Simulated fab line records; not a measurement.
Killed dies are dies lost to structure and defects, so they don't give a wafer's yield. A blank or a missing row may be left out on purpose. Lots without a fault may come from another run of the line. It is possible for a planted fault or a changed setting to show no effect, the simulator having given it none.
Matching of chambers	flow n5-finfet	N5_BEOL_M11_CURE_71 on uv-cure-03 has 3 sister chambers
The step cures SiCOH lowk, time 240 s. 6 wafers are shown with their chamber, then 10 later ones without.

WAFERS PAIRED WITH THEIR CHAMBERS
wafer	chamber	wafer_temp_C_max	lamp-power-pct (%)
L083.5	2	386.8	52.31
L083.6	2	386.9	52.21
L085.5	0	386.5	52.38
L085.6	0	386.0	52.33
L092.4	1	387.8	52.35
L092.5	1	386.7	52.22

WAFERS WITH NO CHAMBER GIVEN
wafer	wafer_temp_C_max	lamp-power-pct (%)
L092.6	387.1	52.34
L093.1	386.5	52.30
L093.4	387.0	52.35
L093.6	385.7	52.35
L094.1	386.0	52.38
L094.2	386.7	52.32
L094.3	386.7	52.35
L091.3	387.3	52.24
L091.4	387.6	52.34
L091.6	388.0	52.35

CHAMBER TAKEN BY EACH
wafer	from the rows above	in truth
L092.6	can't be placed: 1 or 2 or 0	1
L093.1	can't be placed: 2 or 0 or 1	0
L093.4	can't be placed: 1 or 2 or 0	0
L093.6	can't be placed: 0 or 2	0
L094.1	can't be placed: 0 or 2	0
L094.2	can't be placed: 2 or 0 or 1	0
L094.3	can't be placed: 0 or 2 or 1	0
L091.3	can't be placed: 1 or 2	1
L091.4	can't be placed: 1 or 2 or 0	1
L091.6	can't be placed: 1 or 2 or 0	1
0 of 10 placed correctly. Can't be placed from these rows: 10 (the true chamber is among the candidates in 10). 0 placed wrongly.
How it was worked out, from the rows above alone: a wafer's distance from a chamber is the root of the sum, over the readings, of the square of ((its reading less the chamber's mean) divided by the reading's scatter). The wafer belongs to the nearest chamber; if the next one is less than 2 further off, it can't be placed. For every chamber, the mean is computed from those of its wafers that are shown. The scatter: take each reading less its chamber's mean, square it, sum over the shown wafers, divide by the number of wafers less the number of chambers, and take the root.
